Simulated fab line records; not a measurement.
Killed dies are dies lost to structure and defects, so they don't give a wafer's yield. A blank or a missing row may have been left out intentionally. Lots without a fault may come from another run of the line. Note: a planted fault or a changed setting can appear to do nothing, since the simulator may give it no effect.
A struck lot beside a sound one | flow n5Finfet | 44 steps out of a route of 1938
Sound: wafers L254.3, L254.4, L254.5. Struck: wafer L266.1 (left out: L266.5, a lot-mate that was not struck); the cause follows at the end.
For every step that has rows: the tool of each side, followed by ch and its chambers, followed by its first start. Under that, the readings that differ: sound wafers | struck wafers | difference of the means | sigmas: that difference in standard deviations of wafers without a fault.
alike: same words and numbers on both sides, and readings whose means sit less than 2 such deviations apart. not compared: any withheld reading, any reading some wafer has no value for, any bound like >300 that may hide the same value, and any number with overlapping values for which the record gives no deviation.
A row with sigmas, a row that says differs or no value, or rows on one side alone: a step with any of these is where the two part. Non-overlapping numbers with no deviation appear without sigmas and do not part them. A reading that every wafer of one side lacks parts them only if that side has two wafers or more.

first, 2 steps without rows for these wafers: N5_PMOS_HMC_CHANNEL_EPI_SRD_25 (time 30 s); N5_PMOS_HMC_CHANNEL_EPI_EPI_26 (deposits Si from SiH4/H2, target thk 3.8 nm, time 22.7 s).
N5_PMOS_HMC_CHANNEL_EPI_INSPECT_30: inspects for defects (darkfield).
  struck on defectInspect-01, day 5 15:44; sound on defectInspect-02, day 2 15:28
  alike: rawDefectCount
then, 6 steps without rows for these wafers: N5_FIN_SAQP_PRECLEAN_42 (cleans in O3/DIW, time 60 s); N5_FIN_SAQP_PRECLEAN_00 (cleans in SC1, time 60 s); N5_FIN_SAQP_PRECLEAN_44 (cleans in SC2, time 45 s); N5_FIN_SAQP_SRD_01 (time 30 s); N5_FIN_SAQP_ALD_61 (deposits SiO2, target thk 4 nm, pulse time 1 s, purge time 2 s); N5_FIN_SAQP_DENSIFY_62 (time 60 s).
N5_FIN_SAQP_HM_DEP_03: deposits SiNx from SiH4/NH3/N2, target thk 38 nm, time 33.6 s.
  sound on pecvd-04 ch 1,2, day 2 16:45; struck on pecvd-01 ch 1, day 5 16:43
reading          | sound       | struck | difference | sigmas
heaterPowerW (W) | 793 803 694 | 1012   | +249       | +2
  alike: showerheadPlenumPTorr, throttleValvePct
N5_FIN_SAQP_THK_MEAS_05:
  struck on filmMetro-02, day 5 16:48; sound on filmMetro-02, day 2 16:50
  alike: thkNm
N5_FIN_SAQP_PECVD_47: deposits a-Si from SiH4/He, target thk 45 nm, time 36.3 s.
  sound on pecvd-03 ch 1,2, day 2 16:53; struck on pecvd-03 ch 0, day 5 16:50
reading                                    | sound             | struck | difference | sigmas
runLengthS (s)                             | 73.2 73.1 73.1    | 63.2   | -9.9       | -19
model.a-Si_of_FIN_SAQP_PECVD_47.thkNm (nm) | 44.51 44.97 44.89 | 32.7   | -12.1      | 
  alike: heaterPowerW, showerheadPlenumPTorr, throttleValvePct
N5_FIN_SAQP_PECVD_48: deposits SiNx from SiH4/NH3/N2, target thk 25 nm, time 22.1 s.
  sound on pecvd-03 ch 1,2, day 2 16:57; struck on pecvd-03 ch 0, day 5 16:53
  alike: heaterPowerW, showerheadPlenumPTorr, throttleValvePct
then, 1 step without rows for these wafers: N5_FIN_SAQP_PECVD_06 (deposits a-Si from SiH4/He, target thk 60 nm, time 48.1 s).
N5_FIN_SAQP_THK_MEAS_07:
  struck on filmMetro-02, day 5 17:01; sound on filmMetro-02, day 2 17:07
  alike: thkNm
then, 9 steps without rows for these wafers: N5_FIN_SAQP_HM_DEP_72 (deposits SiO2 from SiH4/N2O, target thk 12 nm, time 7.2 s); N5_FIN_SAQP_COAT_49 (time 60 s, resist thk 100 nm); N5_FIN_SAQP_COAT_50 (time 60 s, resist thk 35 nm); N5_FIN_SAQP_COAT_10 (resist thk 90 nm); N5_FIN_SAQP_EBR_12; N5_FIN_SAQP_SOFTBAKE_11 (time 60 s); N5_FIN_SAQP_EXPOSE_13 (exposes mask FIN CORE, target cd 35.6 nm); N5_FIN_SAQP_PEB_14 (peb time 60 s); N5_FIN_SAQP_DEVELOP_15 (develop time 30 s).
N5_FIN_SAQP_CD_MEAS_16 targets a cd of 35.6 nm.
  sound on cdSem-03 ch 0, day 2 17:37; struck on cdSem-02 ch 0, day 5 17:22
  alike: cdNm
N5_FIN_SAQP_OVL_MEAS_17:
  sound on overlay-02 ch 0, day 2 17:40; struck on overlay-02 ch 0, day 5 17:25
  alike: FIN_CORE_OVL
N5_FIN_SAQP_INSPECT_18: inspects for defects (brightfield).
  struck on defectInspect-02, day 5 17:26; sound on defectInspect-02, day 2 17:41
  alike: rawDefectCount
N5_FIN_SAQP_DESCUM_21: chemistry O2, time 7.9 s.
  sound on rieDiel-01 ch 0,1, day 2 17:49; struck on rieDiel-05 ch 3, day 5 17:28
reading                      | sound             | struck | difference | sigmas
rfVppV (V)                   | 244.9 243.5 245.6 | 242.1  | -2.6       | -3
showerheadPlenumPTorr (Torr) | 2.19 2.22 2.22    | 2.07   | -0.14      | -4
  alike: drypumpMotorCurrentA, oesProductAu, throttleValvePct
  not compared: rfHoursCounterH
then, 3 steps without rows for these wafers: N5_FIN_SAQP_ETCH_51 (etches SiARC in CF4, target depth 45.5 nm, time 75.8 s); N5_FIN_SAQP_ETCH_52 (etches SOC in N2/H2, target depth 100 nm, overetch 20 nm, time 150 s); N5_FIN_SAQP_STRIP_53 (strips in N2/H2).
N5_FIN_SAQP_HM_OPEN_73: chemistry CHF3/O2, target SiO2, stops on a-Si, target depth 12 nm, time 16.8 s.
  sound on rieDiel-01 ch 0,1, day 2 18:01; struck on rieDiel-05 ch 3, day 5 17:40
reading                      | sound             | struck | difference | sigmas
showerheadPlenumPTorr (Torr) | 2.53 2.53 2.53    | 2.39   | -0.14      | -3
throttleValvePct (%)         | 18.69 18.58 18.58 | 19.20  | +0.58      | +2
  alike: CHF3_flow_sccm, drypumpMotorCurrentA, mfcArSccm, oesProductAu, rfVppV
  not compared: rfHoursCounterH
then, 8 steps without rows for these wafers: N5_FIN_SAQP_STRIP_74 (strips in CHF3/O2); N5_FIN_SAQP_MANDREL_ETCH_22 (etches a-Si in HBr/Cl2, stops on SiNx, target depth 60 nm, bt time 10 s, time 30 s); N5_FIN_SAQP_STRIP_55 (strips in N2/H2); N5_FIN_SAQP_STRIP_23 (strips in SPM, time 750 s); N5_FIN_SAQP_SRD_66 (time 30 s); N5_FIN_SAQP_RECESS_75 (chemistry HF/NH3, target SiO2, target depth 14.4 nm, afs cycles 3, sublimation time 60 s); N5_FIN_SAQP_SPACER1_ALD_24 (deposits SiO2, target thk 20.3 nm, pulse time 1 s, purge time 2 s); N5_FIN_SAQP_SPACER1_ETCHBACK_25 (etches SiO2 in CHF3/O2, target depth 24.4 nm, time 12.2 s).
N5_FIN_SAQP_MANDREL1_REMOVE_56: chemistry HBr/Cl2/O2, target a-Si, stops on SiNx, bt time 10 s.
  sound on rieSi-01 ch 0,1,3, day 2 19:43; struck on rieSi-06 ch 2, day 5 19:43
  alike: drypumpMotorCurrentA, heBacksideLeakSccm, oesProductAu, throttleValvePct
  not compared: rfHoursCounterH
N5_FIN_SAQP_MANDREL_ETCH_58: etches a-Si in HBr/Cl2, stops on SiNx, target depth 45 nm, bt time 10 s, time 27 s.
  sound on rieSi-05 ch 0,1, day 2 20:01; struck on rieSi-01 ch 1, day 5 20:09
reading                  | sound             | struck | difference | sigmas
drypumpMotorCurrentA (A) | 4.9 6.3 4.9       | 6.5    | +1.1       | +2
oesProductAu (a.u.)      | 0.712 0.692 0.705 | 0.577  | -0.126     | -11
model.etch.depthNm (nm)  | 44.51 44.97 44.89 | 32.7   | -12.1      | 
  alike: heBacksideLeakSccm, throttleValvePct
  not compared: rfHoursCounterH
-- the record jumps here: 6 days lie between the struck wafers' starts before and after (it left off in module FIN_SAQP and takes up again in module BEOL_M4, whose first step shown is number 1111 of the route) --
N5_BEOL_M4_RC_MEAS_101:
  sound on prober-02 ch 0, day 8 19:37; struck on prober-02 ch 0, day 11 09:54
  alike: DIBL_N, DIBL_P, IOFF_N, IOFF_P, ION_N, ION_P, SS_N, SS_P, VT_N, VT_P
-- a jump in the record: the struck wafers' starts before and after are 4 days apart (it breaks off in module BEOL_M4 and resumes in module PASSIVATION, where the first step shown is number 1936 of the route) --
N5_PASSIVATION_PROBE_49:
  struck on prober-01, day 15 12:45; sound on prober-01, day 13 03:34
reading            | sound    | struck | difference | sigmas
killed_at_M0_to_M3 | 21 21 23 | 53     | +31        | +3
  alike: defectLimitedYield, killed_at_M4_up, killedAtContacts, killedAtFrontEnd, killedAtOther, killedDies, killedOpen, killedShort, sort_bin_5_function, sort_bin_6_memory, sortNPass, sortYieldPct

WHERE THEY PART
At N5_FIN_SAQP_HM_DEP_03 first; at N5_PASSIVATION_PROBE_49 last (within this record only).

WHY: what the simulator had put in
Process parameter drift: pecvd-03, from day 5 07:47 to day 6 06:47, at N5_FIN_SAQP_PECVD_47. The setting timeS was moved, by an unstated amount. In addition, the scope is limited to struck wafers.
